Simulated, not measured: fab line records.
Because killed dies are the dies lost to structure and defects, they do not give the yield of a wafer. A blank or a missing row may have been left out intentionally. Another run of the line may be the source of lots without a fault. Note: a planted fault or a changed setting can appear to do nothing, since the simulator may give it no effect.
Which tool did it? / flow n5-finfet / Sampling: 10 lots, 30 wafers, 5 of 1938 route steps

## WHAT THE GAUGES SHOWED, per wafer
N5_MOL_CONTACT_COAG_OVL_MEAS_09. Usual: CA_OVL gives 0.3 nm (standard deviation 0.63).
lot=L586; measured=day 4 18:39; on=overlay-02; CA_OVL (nm)=-0.2 1.3 1.4; flag=
lot=L587; measured=day 4 23:35; on=overlay-01; CA_OVL (nm)=0.1 0.1 0.8; flag=
lot=L588; measured=day 5 03:48; on=overlay-02; CA_OVL (nm)=1.3 1.9 0.0; flag=
lot=L589; measured=day 5 14:10; on=overlay-01; CA_OVL (nm)=1.5 0.8 1.0; flag=
lot=L592; measured=day 6 05:05; on=overlay-01; CA_OVL (nm)=0.4 0.2 0.8; flag=
lot=L593; measured=day 6 15:07; on=overlay-02; CA_OVL (nm)=0.5 1.1 0.2; flag=
lot=L594; measured=day 6 20:05; on=overlay-01; CA_OVL (nm)=0.7 -0.6 0.8; flag=
lot=L597; measured=day 7 14:07; on=overlay-01; CA_OVL (nm)=0.3 -0.2 0.6; flag=
lot=L601; measured=day 8 12:13; on=overlay-01; CA_OVL (nm)=0.3 0.7 0.2; flag=
lot=L609; measured=day 10 17:04; on=overlay-01; CA_OVL (nm)=0.0 0.3 0.0; flag=

N5_BEOL_M4_RC_MEAS_101. Usual: DIBL_N 36.2 mV/V, standard deviation 1.4; DIBL_P 36.1 mV/V, standard deviation 1.5; IOFF_N 0.153 nA/um, standard deviation 0.02; IOFF_P 0.215 nA/um, standard deviation 0.03; ION_N 672 uA/um, standard deviation 8.6; ION_P 463 uA/um, standard deviation 6.8; RC_DENSE_N 19.0 ohm.um, standard deviation 0.36; RC_DENSE_P 23.8 ohm.um, standard deviation 0.49; RC_N 15.53 ohm.um, standard deviation 0.29; RC_P 19.4 ohm.um, standard deviation 0.4; SS_N 71.5 mV/dec, standard deviation 0.47; SS_P 73.3 mV/dec, standard deviation 0.57; VT_N 250.6 mV, standard deviation 2.4; VT_P -249 mV, standard deviation 3.2.
lot=L586; measured=day 8 02:04; on=prober-01; DIBL_N (mV/V)=37.6 37.6 37.4; DIBL_P (mV/V)=37.9 38.2 37.4; IOFF_N (nA/um)=0.159 0.161 0.151; IOFF_P (nA/um)=0.247 0.259 0.246; ION_N (uA/um)=674 665 661; ION_P (uA/um)=474 465 464; RC_DENSE_N (ohm.um)=19.0 19.2 18.5; RC_DENSE_P (ohm.um)=24.2 24.3 23.4; RC_N (ohm.um)=15.54 15.69 15.21; RC_P (ohm.um)=19.5 19.8 19.2; SS_N (mV/dec)=72.6 72.1 72.0; SS_P (mV/dec)=72.9 73.1 73.3; VT_N (mV)=249.2 249.9 252.7; VT_P (mV)=-247 -245 -247; flag=
lot=L587; measured=day 8 01:47; on=prober-02; DIBL_N (mV/V)=34.2 36.8 33.5; DIBL_P (mV/V)=34.5 37.8 33.2; IOFF_N (nA/um)=0.138 0.194 0.126; IOFF_P (nA/um)=0.227 0.293 0.204; ION_N (uA/um)=667 698 671; ION_P (uA/um)=469 488 473; RC_DENSE_N (ohm.um)=19.4 19.1 19.5; RC_DENSE_P (ohm.um)=24.0 23.2 23.9; RC_N (ohm.um)=15.75 15.49 16.01; RC_P (ohm.um)=19.4 19.0 19.5; SS_N (mV/dec)=71.9 72.0 71.0; SS_P (mV/dec)=73.4 74.1 73.4; VT_N (mV)=252.3 244.4 253.8; VT_P (mV)=-246 -244 -246; flag=
lot=L588; measured=day 8 07:58; on=prober-01; DIBL_N (mV/V)=38.6 38.9 37.4; DIBL_P (mV/V)=38.4 38.0 36.7; IOFF_N (nA/um)=0.186 0.179 0.161; IOFF_P (nA/um)=0.248 0.249 0.224; ION_N (uA/um)=673 676 667; ION_P (uA/um)=464 461 457; RC_DENSE_N (ohm.um)=18.9 18.8 18.9; RC_DENSE_P (ohm.um)=23.7 23.8 24.0; RC_N (ohm.um)=15.39 15.34 15.51; RC_P (ohm.um)=19.2 19.1 19.4; SS_N (mV/dec)=71.8 73.0 72.1; SS_P (mV/dec)=74.6 73.8 73.5; VT_N (mV)=246.8 248.2 249.3; VT_P (mV)=-245 -247 -250; flag=
lot=L589; measured=day 8 11:07; on=prober-01; DIBL_N (mV/V)=37.4 37.1 38.6; DIBL_P (mV/V)=36.1 34.9 37.0; IOFF_N (nA/um)=0.166 0.160 0.187; IOFF_P (nA/um)=0.220 0.197 0.237; ION_N (uA/um)=685 666 667; ION_P (uA/um)=463 457 460; RC_DENSE_N (ohm.um)=18.4 19.2 19.0; RC_DENSE_P (ohm.um)=23.6 24.1 24.1; RC_N (ohm.um)=15.14 15.50 15.38; RC_P (ohm.um)=19.3 19.7 19.7; SS_N (mV/dec)=71.4 72.1 72.1; SS_P (mV/dec)=72.5 72.6 74.1; VT_N (mV)=248.1 249.0 248.3; VT_P (mV)=-248 -251 -251; flag=
lot=L592; measured=day 10 05:20; on=prober-01; DIBL_N (mV/V)=36.0 35.7 35.8; DIBL_P (mV/V)=36.4 36.1 37.0; IOFF_N (nA/um)=0.159 0.144 0.159; IOFF_P (nA/um)=0.242 0.236 0.255; ION_N (uA/um)=676 666 674; ION_P (uA/um)=472 471 476; RC_DENSE_N (ohm.um)=18.5 19.3 18.7; RC_DENSE_P (ohm.um)=23.2 24.1 23.5; RC_N (ohm.um)=15.08 15.73 15.29; RC_P (ohm.um)=18.9 19.6 19.2; SS_N (mV/dec)=72.3 71.4 71.3; SS_P (mV/dec)=73.8 72.5 73.1; VT_N (mV)=249.5 252.1 251.9; VT_P (mV)=-244 -245 -244; flag=
lot=L593; measured=day 9 22:04; on=prober-02; DIBL_N (mV/V)=34.3 36.0 35.6; DIBL_P (mV/V)=33.5 35.1 34.9; IOFF_N (nA/um)=0.120 0.144 0.146; IOFF_P (nA/um)=0.195 0.229 0.223; ION_N (uA/um)=661 673 669; ION_P (uA/um)=468 470 466; RC_DENSE_N (ohm.um)=19.3 19.0 19.3; RC_DENSE_P (ohm.um)=24.4 24.2 24.4; RC_N (ohm.um)=15.90 15.72 15.69; RC_P (ohm.um)=19.8 19.5 19.8; SS_N (mV/dec)=71.3 71.5 71.7; SS_P (mV/dec)=72.6 73.6 73.7; VT_N (mV)=255.7 250.6 251.3; VT_P (mV)=-250 -248 -248; flag=
lot=L594; measured=day 10 03:40; on=prober-02; DIBL_N (mV/V)=34.9 36.1 35.3; DIBL_P (mV/V)=36.3 37.6 36.3; IOFF_N (nA/um)=0.130 0.150 0.134; IOFF_P (nA/um)=0.186 0.212 0.204; ION_N (uA/um)=673 668 673; ION_P (uA/um)=461 463 467; RC_DENSE_N (ohm.um)=19.2 19.2 19.0; RC_DENSE_P (ohm.um)=23.7 23.8 23.5; RC_N (ohm.um)=15.59 15.68 15.45; RC_P (ohm.um)=19.3 19.2 19.1; SS_N (mV/dec)=71.5 71.2 71.8; SS_P (mV/dec)=73.1 73.0 73.3; VT_N (mV)=254.1 250.0 253.3; VT_P (mV)=-253 -251 -251; flag=
lot=L597; measured=day 10 20:20; on=prober-02; DIBL_N (mV/V)=36.3 38.6 38.7; DIBL_P (mV/V)=34.9 38.2 37.5; IOFF_N (nA/um)=0.144 0.206 0.192; IOFF_P (nA/um)=0.196 0.250 0.239; ION_N (uA/um)=677 688 672; ION_P (uA/um)=462 464 458; RC_DENSE_N (ohm.um)=18.1 19.1 18.6; RC_DENSE_P (ohm.um)=22.9 24.4 23.5; RC_N (ohm.um)=15.05 15.74 15.12; RC_P (ohm.um)=18.9 20.2 19.2; SS_N (mV/dec)=71.5 71.5 72.1; SS_P (mV/dec)=73.1 74.8 73.9; VT_N (mV)=253.0 247.2 248.8; VT_P (mV)=-252 -246 -248; flag=
lot=L601; measured=day 12 04:41; on=prober-02; DIBL_N (mV/V)=35.8 38.1 36.9; DIBL_P (mV/V)=35.7 38.4 37.2; IOFF_N (nA/um)=0.143 0.181 0.156; IOFF_P (nA/um)=0.210 0.239 0.218; ION_N (uA/um)=658 673 668; ION_P (uA/um)=449 462 463; RC_DENSE_N (ohm.um)=26.1 26.0 25.5; RC_DENSE_P (ohm.um)=32.2 32.5 31.8; RC_N (ohm.um)=21.26 21.11 20.66; RC_P (ohm.um)=26.7 26.6 25.9; SS_N (mV/dec)=70.9 72.3 71.6; SS_P (mV/dec)=72.8 73.7 73.5; VT_N (mV)=251.7 250.4 250.8; VT_P (mV)=-252 -250 -250; flag=OFF
lot=L609; measured=day 13 14:23; on=prober-01; DIBL_N (mV/V)=34.1 36.1 35.6; DIBL_P (mV/V)=35.2 37.2 36.6; IOFF_N (nA/um)=0.146 0.166 0.160; IOFF_P (nA/um)=0.200 0.217 0.213; ION_N (uA/um)=676 667 676; ION_P (uA/um)=467 462 461; RC_DENSE_N (ohm.um)=19.0 19.2 18.7; RC_DENSE_P (ohm.um)=23.8 24.1 23.5; RC_N (ohm.um)=15.40 15.48 15.23; RC_P (ohm.um)=19.3 19.7 19.3; SS_N (mV/dec)=70.4 71.7 71.5; SS_P (mV/dec)=73.2 73.4 73.7; VT_N (mV)=249.4 249.0 250.4; VT_P (mV)=-249 -247 -251; flag=

## EACH LOT AND THE TOOL THAT RAN IT (in order: tool; ch and the chambers of the sampled wafers; start)
lot=L586; N5_MOL_CONTACT_COAG_IMPLANT_129=implanter-02 ch 0, day 4 19:14; N5_MOL_CONTACT_COAG_TI_SIL_19=pvd-sputter-02, day 4 19:50; N5_MOL_CONTACT_COAG_PRE_CLEAN_141=pvd-sputter-02, day 4 22:06
lot=L587; N5_MOL_CONTACT_COAG_IMPLANT_129=implanter-02 ch 0, day 5 00:09; N5_MOL_CONTACT_COAG_TI_SIL_19=pvd-sputter-01, day 5 01:08; N5_MOL_CONTACT_COAG_PRE_CLEAN_141=pvd-sputter-01, day 5 02:06
lot=L588; N5_MOL_CONTACT_COAG_IMPLANT_129=implanter-01 ch 0, day 5 04:26; N5_MOL_CONTACT_COAG_TI_SIL_19=pvd-sputter-03, day 5 04:55; N5_MOL_CONTACT_COAG_PRE_CLEAN_141=pvd-sputter-01, day 5 06:59
lot=L589; N5_MOL_CONTACT_COAG_IMPLANT_129=implanter-01 ch 0, day 5 15:07; N5_MOL_CONTACT_COAG_TI_SIL_19=pvd-sputter-01, day 5 15:33; N5_MOL_CONTACT_COAG_PRE_CLEAN_141=pvd-sputter-03, day 5 16:26
lot=L592; N5_MOL_CONTACT_COAG_IMPLANT_129=implanter-01 ch 0, day 6 05:36; N5_MOL_CONTACT_COAG_TI_SIL_19=pvd-sputter-01, day 6 07:32; N5_MOL_CONTACT_COAG_PRE_CLEAN_141=pvd-sputter-01, day 6 08:59
lot=L593; N5_MOL_CONTACT_COAG_IMPLANT_129=implanter-02 ch 0, day 6 16:09; N5_MOL_CONTACT_COAG_TI_SIL_19=pvd-sputter-01, day 6 16:30; N5_MOL_CONTACT_COAG_PRE_CLEAN_141=pvd-sputter-03, day 6 17:13
lot=L594; N5_MOL_CONTACT_COAG_IMPLANT_129=implanter-02 ch 0, day 6 21:08; N5_MOL_CONTACT_COAG_TI_SIL_19=pvd-sputter-01, day 6 21:34; N5_MOL_CONTACT_COAG_PRE_CLEAN_141=pvd-sputter-02, day 7 00:02
lot=L597; N5_MOL_CONTACT_COAG_IMPLANT_129=implanter-01 ch 0, day 7 14:47; N5_MOL_CONTACT_COAG_TI_SIL_19=pvd-sputter-02, day 7 16:46; N5_MOL_CONTACT_COAG_PRE_CLEAN_141=pvd-sputter-02, day 7 18:49
lot=L601; N5_MOL_CONTACT_COAG_IMPLANT_129=implanter-01 ch 0, day 8 12:44; N5_MOL_CONTACT_COAG_TI_SIL_19=pvd-sputter-02, day 8 13:18; N5_MOL_CONTACT_COAG_PRE_CLEAN_141=pvd-sputter-03, day 8 15:43
lot=L609; N5_MOL_CONTACT_COAG_IMPLANT_129=implanter-02 ch 0, day 10 17:52; N5_MOL_CONTACT_COAG_TI_SIL_19=pvd-sputter-03, day 10 18:19; N5_MOL_CONTACT_COAG_PRE_CLEAN_141=pvd-sputter-02, day 10 19:52
- N5_MOL_CONTACT_COAG_IMPLANT_129
- N5_MOL_CONTACT_COAG_TI_SIL_19: material Ti, target thk 4.2 nm, time 15 s.
- N5_MOL_CONTACT_COAG_PRE_CLEAN_141: time 60 s.

## AS READ BY THE TOOLS THEMSELVES (means over the sampled wafers that have a number; for cases with no such wafer, the mark the record gives instead)
N5_MOL_CONTACT_COAG_IMPLANT_129. Usual: beam-energy-keV 3.0001, standard deviation 0.001; end-station-pressure-torr 5.9e-06 Torr, standard deviation 3.3e-07; tilt-deg 0.000 degrees, standard deviation 0.017.
lot=L586; tool=implanter-02; beam-energy-keV=3.0010; end-station-pressure-torr (Torr)=6.0e-06; tilt-deg (degrees)=-0.021; flag=
lot=L587; tool=implanter-02; beam-energy-keV=3.0013; end-station-pressure-torr (Torr)=5.8e-06; tilt-deg (degrees)=-0.006; flag=
lot=L588; tool=implanter-01; beam-energy-keV=2.9994; end-station-pressure-torr (Torr)=5.7e-06; tilt-deg (degrees)=-0.004; flag=
lot=L589; tool=implanter-01; beam-energy-keV=2.9989; end-station-pressure-torr (Torr)=5.7e-06; tilt-deg (degrees)=0.020; flag=
lot=L592; tool=implanter-01; beam-energy-keV=2.9996; end-station-pressure-torr (Torr)=6.0e-06; tilt-deg (degrees)=0.009; flag=
lot=L593; tool=implanter-02; beam-energy-keV=2.9996; end-station-pressure-torr (Torr)=6.2e-06; tilt-deg (degrees)=-0.001; flag=
lot=L594; tool=implanter-02; beam-energy-keV=3.0003; end-station-pressure-torr (Torr)=5.8e-06; tilt-deg (degrees)=0.017; flag=
lot=L597; tool=implanter-01; beam-energy-keV=3.0004; end-station-pressure-torr (Torr)=5.6e-06; tilt-deg (degrees)=0.003; flag=
lot=L601; tool=implanter-01; beam-energy-keV=1.1449; end-station-pressure-torr (Torr)=8.4e-06; tilt-deg (degrees)=-0.013; flag=OFF
lot=L609; tool=implanter-02; beam-energy-keV=3.0013; end-station-pressure-torr (Torr)=6.1e-06; tilt-deg (degrees)=-0.003; flag=

N5_MOL_CONTACT_COAG_TI_SIL_19. Usual: 30.2 % for throttle-valve-pct, sd 0.88.
lot=L586; tool=pvd-sputter-02; throttle-valve-pct (%)=30.5; flag=
lot=L587; tool=pvd-sputter-01; throttle-valve-pct (%)=29.9; flag=
lot=L588; tool=pvd-sputter-03; throttle-valve-pct (%)=30.1; flag=
lot=L589; tool=pvd-sputter-01; throttle-valve-pct (%)=29.9; flag=
lot=L592; tool=pvd-sputter-01; throttle-valve-pct (%)=30.3; flag=
lot=L593; tool=pvd-sputter-01; throttle-valve-pct (%)=29.7; flag=
lot=L594; tool=pvd-sputter-01; throttle-valve-pct (%)=30.0; flag=
lot=L597; tool=pvd-sputter-02; throttle-valve-pct (%)=30.3; flag=
lot=L601; tool=pvd-sputter-02; throttle-valve-pct (%)=30.8; flag=
lot=L609; tool=pvd-sputter-03; throttle-valve-pct (%)=30.4; flag=

N5_MOL_CONTACT_COAG_PRE_CLEAN_141. Usual: 457 W for heater-power-w, sd 35.
lot=L586; tool=pvd-sputter-02; heater-power-w (W)=437; flag=
lot=L587; tool=pvd-sputter-01; heater-power-w (W)=496; flag=
lot=L588; tool=pvd-sputter-01; heater-power-w (W)=481; flag=
lot=L589; tool=pvd-sputter-03; heater-power-w (W)=452; flag=
lot=L592; tool=pvd-sputter-01; heater-power-w (W)=484; flag=
lot=L593; tool=pvd-sputter-03; heater-power-w (W)=424; flag=
lot=L594; tool=pvd-sputter-02; heater-power-w (W)=479; flag=
lot=L597; tool=pvd-sputter-02; heater-power-w (W)=476; flag=
lot=L601; tool=pvd-sputter-03; heater-power-w (W)=443; flag=
lot=L609; tool=pvd-sputter-02; heater-power-w (W)=436; flag=

## THE ANSWER, worked out from the rows above alone
Rule: a lot is off if the mean of its wafers that have a number lies more than 3 standard deviations from the usual mean. A lot without any number at a reading at which 4 lots or more have one is off too. All remaining lots with rows at the step are treated as sound. The gauges are gone through in route order, then the tools' own readings, and for those a lot's mean is taken as printed above. At the first step where some lot is off, the reading lying furthest off is the one used; lots without a number count as furthest.
Off: L601, seen at N5_BEOL_M4_RC_MEAS_101 (RC_DENSE_N).
A tool fits if, at a process step before that reading, it ran every lot that is off, and no sound lot after the first of them. Not tried: the gauges at N5_BEOL_M4_RC_MEAS_101; whatever is off there is also off at N5_MOL_CONTACT_COAG_IMPLANT_129, on other tools, and gauge error can't account for it. Can't be told from this: 3 tools fit, implanter-01 at N5_MOL_CONTACT_COAG_IMPLANT_129, pvd-sputter-02 at N5_MOL_CONTACT_COAG_TI_SIL_19, pvd-sputter-03 at N5_MOL_CONTACT_COAG_PRE_CLEAN_141.

## WHAT HAD BEEN PUT IN BY THE SIMULATOR
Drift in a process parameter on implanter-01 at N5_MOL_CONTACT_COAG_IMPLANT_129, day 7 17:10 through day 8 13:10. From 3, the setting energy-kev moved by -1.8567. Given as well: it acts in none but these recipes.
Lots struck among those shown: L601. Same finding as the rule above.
